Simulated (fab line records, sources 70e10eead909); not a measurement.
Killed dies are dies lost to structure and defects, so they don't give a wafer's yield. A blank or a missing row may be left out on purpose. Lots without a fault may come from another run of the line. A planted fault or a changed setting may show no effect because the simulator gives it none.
Which tool did it? | flow nand_harc | 13 lots, 39 wafers sampled, at 5 steps of a route of 1302

WHAT THE GAUGES READ, wafer by wafer
NHARC_A_BONDPAD_THK_MEAS_20: measures by xrf. Usual: thk_nm 169.7 nm, standard deviation 1.5.
lot  | measured     | on            | thk_nm (nm)       | flag
L965 | day 22 13:35 | film_metro-02 | 171.5 167.2 170.9 |
L967 | day 24 01:16 | film_metro-02 | 169.2 166.3 167.4 |
L966 | day 24 03:25 | film_metro-02 | 169.2 170.9 166.5 |
L976 | day 27 23:14 | film_metro-01 | 168.9 169.8 171.1 |
L978 | day 28 11:58 | film_metro-02 | 170.5 169.9 168.0 |
L977 | day 28 18:04 | film_metro-01 | 167.7 170.6 171.5 |
L979 | day 29 00:21 | film_metro-01 | 168.4 169.0 168.5 |
L981 | day 29 01:20 | film_metro-02 | 172.6 170.9 169.6 |
L983 | day 30 18:27 | film_metro-01 | 168.6 169.2 172.6 |
L985 | day 31 10:22 | film_metro-01 | 168.5 170.1 172.3 |
L986 | day 31 21:00 | film_metro-01 | 170.1 171.5 169.2 |
L987 | day 31 17:20 | film_metro-02 | 170.7 170.4 170.1 |
L988 | day 33 14:11 | film_metro-01 | 167.8 167.3 169.7 |

NHARC_THIN_TSV_CD_MEAS_33: target cd 5000 nm. Usual: cd_nm 5000.2 nm, standard deviation 1.8.
lot  | measured     | on        | cd_nm (nm)           | flag
L965 | day 23 09:55 | cd_sem-01 | 5001.1 4999.5 4999.5 |
L967 | day 24 21:04 | cd_sem-03 | 4999.2 4998.9 4997.9 |
L966 | day 24 19:44 | cd_sem-01 | 4998.5 4999.4 4999.8 |
L976 | day 28 20:12 | cd_sem-01 | 5000.7 4998.9 5001.0 |
L978 | day 29 04:59 | cd_sem-01 | 5000.9 5004.8 5000.9 |
L977 | day 29 12:31 | cd_sem-02 | 4998.6 5000.5 5001.0 |
L979 | day 29 20:01 | cd_sem-02 | 4998.6 5001.6 5003.3 |
L981 | day 29 21:17 | cd_sem-03 | 5001.0 4999.8 5003.4 |
L983 | day 31 15:06 | cd_sem-03 | 5003.1 4999.9 5001.3 |
L985 | day 32 09:38 | cd_sem-01 | 5000.1 4999.2 4999.7 |
L986 | day 32 19:59 | cd_sem-03 | 5001.4 5001.6 5000.8 |
L987 | day 32 18:52 | cd_sem-01 | 5000.0 4998.4 5001.0 |
L988 | day 34 08:42 | cd_sem-01 | 4998.6 4998.0 4997.5 |

NHARC_END_SORT_01. Usual: killed_at_array 53, standard deviation 21; killed_at_other 1.1, standard deviation 1.5; killed_at_periphery 3.9, standard deviation 2.7; killed_dies 58, standard deviation 21; killed_open 3.4, standard deviation 1.9; killed_short 2.3, standard deviation 1.5.
lot  | measured     | on        | killed_at_array | killed_at_other | killed_at_periphery | killed_dies | killed_open | killed_short | flag
L976 | day 29 05:22 | prober-01 | 143 114 156     | 0 0 0           | 6 9 4               | 149 123 160 | 1 1 3       | 3 3 1        | OFF
L978 | day 29 15:57 | prober-02 | 81 55 63        | 0 0 2           | 5 5 2               | 86 60 67    | 3 3 6       | 2 4 5        |
L977 | day 29 23:45 | prober-02 | 188 121 170     | 0 0 0           | 1 2 2               | 189 123 172 | 4 1 4       | 3 4 2        | OFF

WHICH TOOL RAN EACH LOT (tool, then ch and the chambers of the sampled wafers, then the start)
lot  | NHARC_A_SGD_CUT_ETCH_59            | NHARC_THIN_TSV_CMP_01
L965 | rie_diel-12 ch 0,2,3, day 18 13:23 | cmp-01 ch 1,2,3, day 23 03:00
L967 | rie_diel-01 ch 0,2,3, day 19 18:29 | cmp-03 ch 0,1,2, day 24 13:51
L966 | rie_diel-08 ch 0,2,3, day 19 19:10 | cmp-03 ch 1,2, day 24 12:39
L976 | rie_diel-12 ch 0,1,3, day 23 21:57 | cmp-01 ch 0,2,3, day 28 13:06
L978 | rie_diel-01 ch 1,2,3, day 24 01:10 | cmp-01 ch 1,2,3, day 28 21:52
L977 | rie_diel-12 ch 1,3, day 24 09:45   | cmp-04 ch 1,2,3, day 29 05:16
L979 | rie_diel-08 ch 1,3, day 24 23:40   | cmp-04 ch 0,2,3, day 29 13:04
L981 | rie_diel-01 ch 0,1,3, day 24 23:52 | cmp-04 ch 0,2,3, day 29 14:16
L983 | rie_diel-01 ch 0,2,3, day 26 17:20 | cmp-03 ch 1,2,3, day 31 07:53
L985 | rie_diel-01 ch 2,3, day 27 08:50   | cmp-01 ch 2,3, day 32 02:26
L986 | rie_diel-01 ch 1,2,3, day 27 20:44 | cmp-01 ch 0,1,2, day 32 12:44
L987 | rie_diel-12 ch 1,2, day 27 20:52   | cmp-03 ch 0,1, day 32 11:33
L988 | rie_diel-08 ch 0,1,3, day 29 06:55 | cmp-04 ch 0,1,3, day 34 01:18
- NHARC_A_SGD_CUT_ETCH_59: etches the open film in N2/H2, target depth 260 nm, time 406.25 s.
- NHARC_THIN_TSV_CMP_01: polishes.

WHAT THE TOOLS THEMSELVES READ (means of the sampled wafers that have a number; where no wafer has one, the mark that the record gives instead)
NHARC_A_SGD_CUT_ETCH_59. Usual: drypump_motor_current_A 5.6 A, standard deviation 0.5; mfc_ar_sccm 0.003 sccm, standard deviation 0.0061; oes_product_au 1.002 a.u., standard deviation 0.01; rf_vpp_V 430.3 V, standard deviation 2.6; showerhead_plenum_p_Torr 2.03 Torr, standard deviation 0.086; throttle_valve_pct 14.173 %, standard deviation 0.0092.
lot  | tool        | drypump_motor_current_A (A) | mfc_ar_sccm (sccm) | oes_product_au (a.u.) | rf_vpp_V (V) | showerhead_plenum_p_Torr (Torr) | throttle_valve_pct (%) | flag
L965 | rie_diel-12 | 5.8                         | 0.000              | 0.997                 | 429.6        | 2.02                            | 14.172                 |
L967 | rie_diel-01 | 5.5                         | 0.001              | 1.012                 | 432.5        | 2.09                            | 14.164                 |
L966 | rie_diel-08 | 5.5                         | 0.007              | 0.996                 | 429.9        | 2.03                            | 14.167                 |
L976 | rie_diel-12 | 6.0                         | 0.000              | 1.001                 | 429.3        | 2.01                            | 14.177                 |
L978 | rie_diel-01 | 5.8                         | 0.000              | 1.006                 | 430.2        | 2.05                            | 14.174                 |
L977 | rie_diel-12 | 5.7                         | 0.000              | 0.980                 | 429.3        | 1.98                            | 14.167                 |
L979 | rie_diel-08 | 5.6                         | 0.007              | 1.007                 | 430.5        | 2.03                            | 14.166                 |
L981 | rie_diel-01 | 5.3                         | 0.001              | 1.000                 | 430.2        | 2.07                            | 14.171                 |
L983 | rie_diel-01 | 5.5                         | 0.001              | 1.011                 | 432.6        | 2.09                            | 14.165                 |
L985 | rie_diel-01 | 5.7                         | 0.000              | 1.001                 | 433.7        | 2.13                            | 14.180                 |
L986 | rie_diel-01 | 5.8                         | 0.000              | 0.995                 | 431.1        | 2.04                            | 14.176                 |
L987 | rie_diel-12 | 5.5                         | 0.000              | 1.000                 | 429.2        | 2.00                            | 14.178                 |
L988 | rie_diel-08 | 5.3                         | 0.009              | 0.997                 | 430.4        | 2.04                            | 14.180                 |

NHARC_THIN_TSV_CMP_01. Usual: motor_current_A 12.2 A, standard deviation 0.77.
lot  | tool   | motor_current_A (A) | flag
L965 | cmp-01 | 12.2                |
L967 | cmp-03 | 12.4                |
L966 | cmp-03 | 12.0                |
L976 | cmp-01 | 12.6                |
L978 | cmp-01 | 12.4                |
L977 | cmp-04 | 11.1                |
L979 | cmp-04 | 11.8                |
L981 | cmp-04 | 11.5                |
L983 | cmp-03 | 12.1                |
L985 | cmp-01 | 12.6                |
L986 | cmp-01 | 12.1                |
L987 | cmp-03 | 13.2                |
L988 | cmp-04 | 11.3                |

THE ANSWER, worked out from the rows above alone
Rule: a lot is off if the mean of its wafers that have a number lies more than 3 standard deviations from the usual mean. A lot without any number at a reading at which 4 lots or more have one is off too. The other lots that the step has rows for count as sound. The gauges are gone through in route order, then the tools' own readings, and for those a lot's mean is taken as printed above. The first step at which some lot is off is used, and at that step the reading that is off furthest; a lot without a number counts as furthest.
Off: L976, L977, at NHARC_END_SORT_01 (killed_at_array). Neither off nor sound, because the step has no rows for them: L965, L967, L966, L979, L981, L983, L985, L986, L987, L988.
A tool fits if, at a process step before that reading, it ran every lot that is off, and no sound lot after the first of them. The gauges at NHARC_END_SORT_01 are tried like those tools. One fits: rie_diel-12 at NHARC_A_SGD_CUT_ETCH_59. It ran no sound lot before its first lot that is off in this sample, so the start can't be narrowed down.

WHAT THE SIMULATOR HAD PUT IN
Chamber particle source: rie_diel-12, from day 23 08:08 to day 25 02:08, at NHARC_A_SGD_CUT_ETCH_59. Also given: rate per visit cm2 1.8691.
Lots struck among those shown: L976, L977. The rule above found the same.
